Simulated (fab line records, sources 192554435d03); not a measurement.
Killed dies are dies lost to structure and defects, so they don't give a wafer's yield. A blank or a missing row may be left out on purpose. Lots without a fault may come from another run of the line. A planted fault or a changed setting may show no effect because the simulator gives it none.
Tool commonality check | flow n5_finfet | 8 lots, 22 wafers sampled

WHY IT WAS OPENED
At N5_BEOL_M15_RC_MEAS_101 the reading SERP_M7 is flagged on 1 of 8 lots. Wafers without a fault read 13.9 ohm/um, standard deviation 0.51.
Rule: a lot is flagged when every wafer of it that has a number lies more than 4 standard deviations from that mean, or none has a number. The other lots count as sound.

lot  | measured     | on        | SERP_M7 (ohm/um), wafer by wafer | flag
L657 | day 12 07:33 | prober-01 | 13.8 14.3 13.6                   |
L659 | day 12 20:20 | prober-01 | 13.6 14.5 13.9                   |
L660 | day 13 00:35 | prober-02 | 14.2 14.0 13.5                   |
L661 | day 13 04:37 | prober-02 | 13.5 13.0 13.7                   |
L666 | day 14 06:26 | prober-01 | 17.8                             | FLAGGED
L677 | day 16 20:55 | prober-01 | 14.7 13.7 13.7                   |
L676 | day 17 01:14 | prober-02 | 12.7 13.6 14.5                   |
L680 | day 18 08:22 | prober-01 | 14.7 13.2 14.1                   |
The numbers of the flagged lots are 17.8 ohm/um on average: +3.9 ohm/um against the usual, or +8 standard deviations.

WHICH TOOL RAN EACH LOT
The record holds 2 process steps before the reading, out of a route of 1938 steps. In each cell: the tool, then ch and the chambers that the sampled wafers went through, then the start.
lot  | flag    | N5_BEOL_M11_PECVD_70            | N5_BEOL_M15_CMP_49
L657 |         | pecvd-03 ch 1,2, day 10 20:38   | cmp-04 ch 0,2,3, day 12 06:59
L659 |         | pecvd-03 ch 0,1,2, day 11 04:35 | cmp-02 ch 0,1,2, day 12 19:47
L660 |         | pecvd-03 ch 0,1,2, day 11 11:43 | cmp-03 ch 0,2,3, day 12 23:53
L661 |         | pecvd-03 ch 0,1,2, day 11 21:05 | cmp-02 ch 0,2,3, day 13 04:02
L666 | FLAGGED | pecvd-03 ch 2, day 12 17:31     | cmp-03 ch 3, day 14 05:32
L677 |         | pecvd-02 ch 0,1, day 15 06:37   | cmp-03 ch 1,2, day 16 20:24
L676 |         | pecvd-04 ch 0,1, day 15 08:09   | cmp-04 ch 1,3, day 17 00:46
L680 |         | pecvd-04 ch 0,1, day 16 17:58   | cmp-03 ch 2,3, day 18 07:55
What these steps do:
- N5_BEOL_M11_PECVD_70: deposits SiO2 from TEOS/O2, target thk 20 nm, time 22.7 s.
- N5_BEOL_M15_CMP_49: polishes, stops on SiO2, t overpolish 4.9 s, target thk 850 nm.
- N5_BEOL_M15_RC_MEAS_101

FLAGGED OVER TOTAL, TOOL BY TOOL (the gauges that took the reading come last)
step                    | tool      | lots run | flagged | share of the flagged lots | sound lots run after its first flagged lot
N5_BEOL_M11_PECVD_70    | pecvd-02  | 1        | 0       | none                      | -
N5_BEOL_M11_PECVD_70    | pecvd-03  | 5        | 1       | all                       | 0
N5_BEOL_M11_PECVD_70    | pecvd-04  | 2        | 0       | none                      | -
N5_BEOL_M15_CMP_49      | cmp-02    | 2        | 0       | none                      | -
N5_BEOL_M15_CMP_49      | cmp-03    | 4        | 1       | all                       | 2 (L677,L680)
N5_BEOL_M15_CMP_49      | cmp-04    | 2        | 0       | none                      | -
N5_BEOL_M15_RC_MEAS_101 | prober-01 | 5        | 1       | all                       | 2 (L677,L680)
N5_BEOL_M15_RC_MEAS_101 | prober-02 | 3        | 0       | none                      | -

WHAT THE TABLE ALLOWS
3 rows of the table ran every flagged lot: pecvd-03 at N5_BEOL_M11_PECVD_70, cmp-03 at N5_BEOL_M15_CMP_49, prober-01 at N5_BEOL_M15_RC_MEAS_101.
- pecvd-03 at N5_BEOL_M11_PECVD_70: 1 of its 5 lots flagged. Its last sound lot is L661 (day 11 21:05), its first flagged lot L666 (day 12 17:31): a fault that began between those two fits.
- cmp-03 at N5_BEOL_M15_CMP_49: 1 of its 4 lots flagged. Sound lots ran on it after the first flagged one (L677, L680), which a lasting fault on the whole tool wouldn't allow.
- prober-01 at N5_BEOL_M15_RC_MEAS_101: 1 of its 5 lots flagged. Sound lots ran on it after the first flagged one (L677, L680), which a lasting fault on the whole tool wouldn't allow.
One tool is left: pecvd-03 at N5_BEOL_M11_PECVD_70.

WHAT THE SIMULATOR HAD PUT IN
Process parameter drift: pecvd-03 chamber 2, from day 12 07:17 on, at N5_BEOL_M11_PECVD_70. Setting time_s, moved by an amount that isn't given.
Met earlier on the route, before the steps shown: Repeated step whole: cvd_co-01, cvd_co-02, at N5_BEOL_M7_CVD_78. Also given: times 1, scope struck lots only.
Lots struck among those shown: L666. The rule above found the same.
